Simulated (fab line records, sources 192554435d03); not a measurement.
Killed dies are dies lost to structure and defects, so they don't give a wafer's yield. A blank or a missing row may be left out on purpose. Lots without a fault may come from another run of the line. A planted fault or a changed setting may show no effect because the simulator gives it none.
Which tool did it? | flow n5_finfet | 22 lots, 66 wafers sampled, at 6 steps of a route of 1938

WHAT THE GAUGES READ, wafer by wafer
The record holds no reading of a measuring or inspecting step that can be judged against a usual standard deviation.

WHICH TOOL RAN EACH LOT (tool, then ch and the chambers of the sampled wafers, then the start)
lot  | N5_BEOL_M0_SAQP_CUT_ETCH_46        | N5_BEOL_M0_SURFACE_TREAT_137 | N5_BEOL_M0_ANNEAL_117        | N5_BEOL_M0_SPUTTER_134       | N5_BEOL_M1_HM_OPEN_17             | N5_BEOL_M1_ANNEAL_87
L074 | rie_diel-06 ch 0,1,3, day 5 20:26  | pvd_sputter-03, day 6 02:32  | pvd_sputter-01, day 6 02:48  | pvd_sputter-01, day 6 02:58  | rie_metal-02 ch 0,1, day 6 06:45  | pvd_sputter-01, day 6 15:05
L075 | rie_diel-03 ch 0,2, day 6 01:40    | pvd_sputter-02, day 6 07:12  | pvd_sputter-01, day 6 07:36  | pvd_sputter-01, day 6 07:46  | rie_metal-01 ch 0, day 6 13:13    | pvd_sputter-02, day 6 22:53
L076 | rie_diel-03 ch 1,2, day 6 04:41    | pvd_sputter-03, day 6 14:13  | pvd_sputter-01, day 6 16:16  | pvd_sputter-01, day 6 16:25  | rie_metal-02 ch 0,1, day 6 19:05  | pvd_sputter-03, day 7 03:42
L077 | rie_diel-03 ch 1,2,3, day 6 07:38  | pvd_sputter-01, day 6 13:30  | pvd_sputter-03, day 6 13:52  | pvd_sputter-03, day 6 14:01  | rie_metal-02 ch 0,1, day 6 17:41  | pvd_sputter-01, day 6 23:19
L078 | rie_diel-06 ch 1,2,3, day 6 17:47  | pvd_sputter-01, day 7 01:10  | pvd_sputter-01, day 7 01:41  | pvd_sputter-01, day 7 01:51  | rie_metal-02 ch 1, day 7 06:20    | pvd_sputter-03, day 7 10:55
L079 | rie_diel-02 ch 0,2,3, day 6 23:59  | pvd_sputter-02, day 7 05:48  | pvd_sputter-03, day 7 06:03  | pvd_sputter-03, day 7 06:13  | rie_metal-02 ch 0, day 7 09:59    | pvd_sputter-02, day 7 13:35
L080 | rie_diel-02 ch 0,1, day 7 05:55    | pvd_sputter-01, day 7 11:22  | pvd_sputter-01, day 7 11:40  | pvd_sputter-01, day 7 11:50  | rie_metal-01 ch 0,1, day 7 16:55  | pvd_sputter-02, day 8 10:29
L081 | rie_diel-06 ch 0,1,2, day 7 10:08  | pvd_sputter-01, day 7 16:14  | pvd_sputter-01, day 7 16:31  | pvd_sputter-01, day 7 16:41  | rie_metal-01 ch 0,1, day 7 21:44  | pvd_sputter-03, day 8 08:43
L082 | rie_diel-02 ch 1,2,3, day 7 15:59  | pvd_sputter-02, day 7 22:54  | pvd_sputter-01, day 8 00:43  | pvd_sputter-01, day 8 00:52  | rie_metal-01 ch 0,1, day 8 07:25  | pvd_sputter-02, day 8 18:11
L083 | rie_diel-06 ch 0,1, day 7 21:45    | pvd_sputter-02, day 8 01:53  | pvd_sputter-02, day 8 02:12  | pvd_sputter-02, day 8 02:22  | rie_metal-01 ch 0,1, day 8 07:40  | pvd_sputter-01, day 8 18:26
L084 | rie_diel-02 ch 1,2,3, day 8 02:12  | pvd_sputter-01, day 8 07:58  | pvd_sputter-01, day 8 08:19  | pvd_sputter-01, day 8 08:29  | rie_metal-03 ch 1, day 8 11:14    | pvd_sputter-03, day 8 21:08
L085 | rie_diel-03 ch 1,2,3, day 8 12:20  | pvd_sputter-03, day 8 18:01  | pvd_sputter-03, day 8 18:17  | pvd_sputter-03, day 8 18:27  | rie_metal-01 ch 0,1, day 8 20:58  | pvd_sputter-01, day 9 02:14
L086 | rie_diel-03 ch 0,1,3, day 8 18:32  | pvd_sputter-02, day 9 01:17  | pvd_sputter-02, day 9 03:17  | pvd_sputter-02, day 9 03:26  | rie_metal-01 ch 0,1, day 9 06:27  | pvd_sputter-03, day 9 10:52
L088 | rie_diel-03 ch 1,2,3, day 9 05:09  | pvd_sputter-03, day 9 09:59  | pvd_sputter-03, day 9 12:03  | pvd_sputter-03, day 9 12:13  | rie_metal-02 ch 1, day 9 16:12    | pvd_sputter-01, day 9 21:32
L089 | rie_diel-03 ch 1,2, day 9 18:00    | pvd_sputter-02, day 10 02:18 | pvd_sputter-03, day 10 02:36 | pvd_sputter-03, day 10 02:46 | rie_metal-01 ch 0,1, day 10 07:03 | pvd_sputter-01, day 10 18:23
L090 | rie_diel-02 ch 0,1,3, day 10 00:40 | pvd_sputter-03, day 10 06:28 | pvd_sputter-03, day 10 06:49 | pvd_sputter-03, day 10 07:00 | rie_metal-01 ch 0,1, day 10 09:41 | pvd_sputter-01, day 11 08:59
L091 | rie_diel-02 ch 0,2,3, day 10 13:22 | pvd_sputter-01, day 10 17:20 | pvd_sputter-03, day 10 17:50 | pvd_sputter-03, day 10 18:00 | rie_metal-03 ch 0,1, day 10 20:50 | pvd_sputter-01, day 12 12:50
L092 | rie_diel-06 ch 0,3, day 10 18:19   | pvd_sputter-03, day 11 03:55 | pvd_sputter-03, day 11 04:09 | pvd_sputter-03, day 11 04:19 | rie_metal-02 ch 0,1, day 11 06:43 | pvd_sputter-03, day 11 17:28
L094 | rie_diel-03 ch 0,1,3, day 11 01:22 | pvd_sputter-03, day 11 06:29 | pvd_sputter-03, day 11 06:46 | pvd_sputter-03, day 11 06:56 | rie_metal-02 ch 0,1, day 11 11:12 | pvd_sputter-03, day 12 05:36
L095 | rie_diel-06 ch 0,1, day 11 04:25   | pvd_sputter-01, day 11 08:13 | pvd_sputter-01, day 11 10:13 | pvd_sputter-01, day 11 10:22 | rie_metal-03 ch 1, day 11 14:53   | pvd_sputter-01, day 12 16:05
L096 | rie_diel-02 ch 0,2,3, day 11 12:43 | pvd_sputter-01, day 11 16:28 | pvd_sputter-01, day 11 16:57 | pvd_sputter-01, day 11 17:07 | rie_metal-01 ch 0,1, day 11 20:11 | pvd_sputter-03, day 12 18:14
L097 | rie_diel-03 ch 1,2,3, day 11 16:51 | pvd_sputter-01, day 12 06:04 | pvd_sputter-01, day 12 06:27 | pvd_sputter-01, day 12 06:37 | rie_metal-02 ch 0,1, day 12 10:23 | pvd_sputter-03, day 12 23:22
- N5_BEOL_M0_SAQP_CUT_ETCH_46: etches SOC in N2/H2, target depth 135 nm, overetch 27 nm, time 202.5 s.
- N5_BEOL_M0_SURFACE_TREAT_137
- N5_BEOL_M0_ANNEAL_117: time 60 s.
- N5_BEOL_M0_SPUTTER_134: material Cu, target thk 4 nm, time 7.37 s.
- N5_BEOL_M1_HM_OPEN_17: chemistry Cl2/BCl3, target TiN, target depth 20 nm, overetch 6 nm.
- N5_BEOL_M1_ANNEAL_87: time 240 s.

WHAT THE TOOLS THEMSELVES READ (means of the sampled wafers that have a number; where no wafer has one, the mark that the record gives instead)
N5_BEOL_M0_SAQP_CUT_ETCH_46. Usual: drypump_motor_current_A 5.6 A, standard deviation 0.45; n2_flow_sccm 200.0 sccm, standard deviation 0.59; rf_vpp_V 524.0 V, standard deviation 2.6; showerhead_plenum_p_Torr 2.54 Torr, standard deviation 0.095; throttle_valve_pct 17.82 %, standard deviation 0.25.
lot  | tool        | drypump_motor_current_A (A) | n2_flow_sccm (sccm) | rf_vpp_V (V) | showerhead_plenum_p_Torr (Torr) | throttle_valve_pct (%) | flag
L074 | rie_diel-06 | 5.4                         | 200.0               | 525.2        | 2.56                            | 18.06                  |
L075 | rie_diel-03 | 5.1                         | 199.4               | 519.6        | 2.44                            | 17.81                  |
L076 | rie_diel-03 | 5.8                         | 200.5               | 523.4        | 2.56                            | 18.02                  |
L077 | rie_diel-03 | 5.6                         | 200.3               | 525.4        | 2.58                            | 17.86                  |
L078 | rie_diel-06 | 5.8                         | 199.9               | 523.3        | 2.53                            | 17.96                  |
L079 | rie_diel-02 | 5.8                         | 200.3               | 524.9        | 2.53                            | 17.82                  |
L080 | rie_diel-02 | 5.9                         | 200.1               | 523.3        | 2.52                            | 17.59                  |
L081 | rie_diel-06 | 5.7                         | 199.8               | 523.2        | 2.52                            | 17.77                  |
L082 | rie_diel-02 | 6.0                         | 200.7               | 524.8        | 2.57                            | 17.83                  |
L083 | rie_diel-06 | 5.3                         | 200.0               | 524.4        | 2.54                            | 17.77                  |
L084 | rie_diel-02 | 6.0                         | 200.6               | 524.9        | 2.57                            | 17.83                  |
L085 | rie_diel-03 | 5.6                         | 199.5               | 524.5        | 2.58                            | 17.88                  |
L086 | rie_diel-03 | 5.4                         | 199.4               | 525.3        | 2.60                            | 17.71                  |
L088 | rie_diel-03 | 5.6                         | 199.6               | 524.9        | 2.58                            | 17.89                  |
L089 | rie_diel-03 | 5.6                         | 200.3               | 521.9        | 2.47                            | 18.04                  |
L090 | rie_diel-02 | 5.9                         | 200.5               | 523.6        | 2.51                            | 17.77                  |
L091 | rie_diel-02 | 5.8                         | 199.9               | 522.7        | 2.52                            | 17.85                  |
L092 | rie_diel-06 | 5.3                         | 200.0               | 523.2        | 2.50                            | 17.74                  |
L094 | rie_diel-03 | 5.4                         | 199.8               | 525.2        | 2.60                            | 17.73                  |
L095 | rie_diel-06 | 5.3                         | 200.3               | 523.6        | 2.53                            | 17.80                  |
L096 | rie_diel-02 | 5.8                         | 200.0               | 523.0        | 2.52                            | 17.88                  |
L097 | rie_diel-03 | 5.6                         | 199.9               | 527.2        | 2.67                            | 17.78                  |

N5_BEOL_M0_ANNEAL_117. Usual: heater_power_w 864 W, standard deviation 93; susceptor_temp_C 399.99 C, standard deviation 0.23; susceptor_temp_C_max 401.0, standard deviation 0.39.
lot  | tool           | heater_power_w (W) | susceptor_temp_C (C) | susceptor_temp_C_max | flag
L074 | pvd_sputter-01 | 846                | 400.04               | 401.1                |
L075 | pvd_sputter-01 | 822                | 400.24               | 401.6                |
L076 | pvd_sputter-01 | 834                | 399.93               | 401.1                |
L077 | pvd_sputter-03 | 858                | 399.81               | 400.8                |
L078 | pvd_sputter-01 | 891                | 399.97               | 401.1                |
L079 | pvd_sputter-03 | 866                | 399.89               | 400.7                |
L080 | pvd_sputter-01 | 854                | 400.02               | 401.1                |
L081 | pvd_sputter-01 | 798                | 399.81               | 401.1                |
L082 | pvd_sputter-01 | 800                | 399.70               | 401.1                |
L083 | pvd_sputter-02 | 918                | 400.02               | 401.0                |
L084 | pvd_sputter-01 | 793                | 399.95               | 401.5                |
L085 | pvd_sputter-03 | 796                | 399.88               | 400.7                |
L086 | pvd_sputter-02 | 958                | 400.11               | 400.9                |
L088 | pvd_sputter-03 | 802                | 399.97               | 400.8                |
L089 | pvd_sputter-03 | 944                | 400.18               | 401.0                |
L090 | pvd_sputter-03 | 860                | 399.86               | 400.8                |
L091 | pvd_sputter-03 | 819                | 399.95               | 400.7                |
L092 | pvd_sputter-03 | 860                | 400.08               | 401.0                |
L094 | pvd_sputter-03 | 881                | 399.91               | 400.8                |
L095 | pvd_sputter-01 | 918                | 400.03               | 401.1                |
L096 | pvd_sputter-01 | 943                | 400.18               | 401.4                |
L097 | pvd_sputter-01 | 805                | 400.18               | 401.7                |

N5_BEOL_M0_SPUTTER_134. Usual: chuck_gas_flow_sccm 1.25 sccm, standard deviation 0.051; chuck_sensor_temp_C -16.3 C, standard deviation 0.71; susceptor_temp_C -19.99 C, standard deviation 0.11; throttle_valve_pct 29.8 %, standard deviation 1.2.
lot  | tool           | chuck_gas_flow_sccm (sccm) | chuck_sensor_temp_C (C) | susceptor_temp_C (C) | throttle_valve_pct (%) | flag
L074 | pvd_sputter-01 | 1.29                       | -16.0                   | -20.11               | 29.1                   |
L075 | pvd_sputter-01 | 1.29                       | -16.6                   | -19.97               | 29.2                   |
L076 | pvd_sputter-01 | 1.29                       | -16.0                   | -20.01               | 29.1                   |
L077 | pvd_sputter-03 | 1.25                       | -16.5                   | -19.91               | 29.9                   |
L078 | pvd_sputter-01 | 1.28                       | -16.6                   | -20.08               | 29.4                   |
L079 | pvd_sputter-03 | 1.25                       | -16.3                   | -19.94               | 30.7                   |
L080 | pvd_sputter-01 | 1.24                       | -16.0                   | -19.99               | 29.1                   |
L081 | pvd_sputter-01 | 1.32                       | -16.2                   | -19.95               | 28.3                   |
L082 | pvd_sputter-01 | 1.26                       | -16.2                   | -19.91               | 28.4                   |
L083 | pvd_sputter-02 | 1.18                       | -15.4                   | -20.02               | 31.0                   |
L084 | pvd_sputter-01 | 1.28                       | -16.2                   | -20.04               | 28.3                   |
L085 | pvd_sputter-03 | 1.24                       | -15.9                   | -20.00               | 30.2                   |
L086 | pvd_sputter-02 | 1.22                       | -15.6                   | -19.92               | 30.6                   |
L088 | pvd_sputter-03 | 1.25                       | -15.8                   | -19.91               | 30.1                   |
L089 | pvd_sputter-03 | 1.19                       | -16.8                   | -19.83               | 31.4                   |
L090 | pvd_sputter-03 | 1.23                       | -16.8                   | -19.92               | 30.0                   |
L091 | pvd_sputter-03 | 1.21                       | -15.5                   | -20.06               | 31.2                   |
L092 | pvd_sputter-03 | 1.29                       | -16.5                   | -19.91               | 29.9                   |
L094 | pvd_sputter-03 | 1.27                       | -16.3                   | -20.07               | 31.0                   |
L095 | pvd_sputter-01 | 1.25                       | -15.8                   | -20.05               | 29.4                   |
L096 | pvd_sputter-01 | 1.27                       | -16.4                   | -20.06               | 30.2                   |
L097 | pvd_sputter-01 | 1.21                       | -16.7                   | -20.07               | 29.3                   |

N5_BEOL_M1_HM_OPEN_17. Usual: drypump_motor_current_A 5.96 A, standard deviation 0.13; mfc_ar_sccm 24.99 sccm, standard deviation 0.067; mfc_cl2_sccm 53.23 sccm, standard deviation 0.15; oes_ar_750_au 0.79 a.u., standard deviation 0.089; oes_product_au 0.67 a.u., standard deviation 0.075; throttle_valve_pct 21.96 %, standard deviation 0.23.
lot  | tool         | drypump_motor_current_A (A) | mfc_ar_sccm (sccm) | mfc_cl2_sccm (sccm) | oes_ar_750_au (a.u.) | oes_product_au (a.u.) | throttle_valve_pct (%) | flag
L074 | rie_metal-02 | 5.92                        | 24.94              | 53.36               | 0.81                 | 0.68                  | 22.00                  |
L075 | rie_metal-01 | 6.06                        | 24.94              | 53.23               | 0.66                 | 0.56                  | 21.85                  |
L076 | rie_metal-02 | 6.04                        | 24.96              | 53.28               | 0.81                 | 0.68                  | 22.19                  |
L077 | rie_metal-02 | 5.93                        | 25.01              | 53.32               | 0.80                 | 0.68                  | 22.00                  |
L078 | rie_metal-02 | 5.80                        | 25.04              | 53.16               | 0.79                 | 0.67                  | 21.83                  |
L079 | rie_metal-02 | 6.12                        | 24.97              | 53.11               | 0.81                 | 0.69                  | 22.35                  |
L080 | rie_metal-01 | 5.95                        | 25.06              | 53.27               | 0.80                 | 0.67                  | 21.81                  |
L081 | rie_metal-01 | 5.94                        | 25.03              | 53.24               | 0.79                 | 0.68                  | 21.80                  |
L082 | rie_metal-01 | 5.95                        | 25.07              | 53.22               | 0.79                 | 0.67                  | 21.81                  |
L083 | rie_metal-01 | 5.99                        | 24.93              | 53.29               | 0.72                 | 0.61                  | 21.84                  |
L084 | rie_metal-03 | 5.97                        | 24.97              | 53.20               | 0.94                 | 0.83                  | 21.82                  |
L085 | rie_metal-01 | 5.95                        | 24.97              | 53.16               | 0.79                 | 0.67                  | 21.82                  |
L086 | rie_metal-01 | 5.97                        | 25.00              | 53.19               | 0.79                 | 0.67                  | 21.80                  |
L088 | rie_metal-02 | 5.83                        | 24.96              | 53.33               | 0.79                 | 0.66                  | 21.84                  |
L089 | rie_metal-01 | 5.99                        | 24.91              | 53.02               | 0.71                 | 0.61                  | 21.84                  |
L090 | rie_metal-01 | 5.94                        | 24.94              | 53.19               | 0.79                 | 0.66                  | 21.82                  |
L091 | rie_metal-03 | 5.84                        | 25.00              | 53.20               | 0.91                 | 0.77                  | 22.18                  |
L092 | rie_metal-02 | 5.92                        | 24.99              | 53.17               | 0.78                 | 0.66                  | 22.02                  |
L094 | rie_metal-02 | 6.06                        | 24.96              | 53.18               | 0.78                 | 0.67                  | 22.19                  |
L095 | rie_metal-03 | 5.93                        | 25.00              | 53.24               | 0.89                 | 0.77                  | 21.84                  |
L096 | rie_metal-01 | 5.95                        | 24.98              | 53.33               | 0.77                 | 0.66                  | 21.81                  |
L097 | rie_metal-02 | 6.07                        | 25.02              | 53.10               | 0.78                 | 0.66                  | 22.21                  |

N5_BEOL_M1_ANNEAL_87. Usual: heater_power_w 864 W, standard deviation 95; susceptor_temp_C 400.00 C, standard deviation 0.23; susceptor_temp_C_max 401.0, standard deviation 0.39.
lot  | tool           | heater_power_w (W) | susceptor_temp_C (C) | susceptor_temp_C_max | flag
L074 | pvd_sputter-01 | 845                | 399.99               | 401.4                |
L075 | pvd_sputter-02 | 985                | 399.95               | 400.5                |
L076 | pvd_sputter-03 | 872                | 399.65               | 400.4                |
L077 | pvd_sputter-01 | 834                | 399.92               | 401.0                |
L078 | pvd_sputter-03 | 881                | 400.03               | 400.8                |
L079 | pvd_sputter-02 | 909                | 399.77               | 400.6                |
L080 | pvd_sputter-02 | 996                | 400.10               | 400.7                |
L081 | pvd_sputter-03 | 959                | 400.18               | 401.0                |
L082 | pvd_sputter-02 | 941                | 400.00               | 400.9                |
L083 | pvd_sputter-01 | 805                | 399.83               | 401.1                |
L084 | pvd_sputter-03 | 788                | 399.97               | 400.7                |
L085 | pvd_sputter-01 | 886                | 399.86               | 401.2                |
L086 | pvd_sputter-03 | 794                | 399.93               | 400.8                |
L088 | pvd_sputter-01 | 813                | 399.99               | 401.1                |
L089 | pvd_sputter-01 | 807                | 400.17               | 401.5                |
L090 | pvd_sputter-01 | 796                | 399.91               | 401.1                |
L091 | pvd_sputter-01 | 878                | 399.98               | 401.5                |
L092 | pvd_sputter-03 | 877                | 400.04               | 400.8                |
L094 | pvd_sputter-03 | 797                | 400.00               | 400.8                |
L095 | pvd_sputter-01 | 848                | 399.68               | 400.7                |
L096 | pvd_sputter-03 | 812                | 400.09               | 400.9                |
L097 | pvd_sputter-03 | 802                | 400.11               | 400.8                |

THE ANSWER, worked out from the rows above alone
Rule: a lot is off if the mean of its wafers that have a number lies more than 3 standard deviations from the usual mean. A lot without any number at a reading at which 4 lots or more have one is off too. The other lots that the step has rows for count as sound. The gauges are gone through in route order, then the tools' own readings, and for those a lot's mean is taken as printed above. The first step at which some lot is off is used, and at that step the reading that is off furthest; a lot without a number counts as furthest.
No lot is off at any reading shown: from this, nothing can be told.

WHAT THE SIMULATOR HAD PUT IN
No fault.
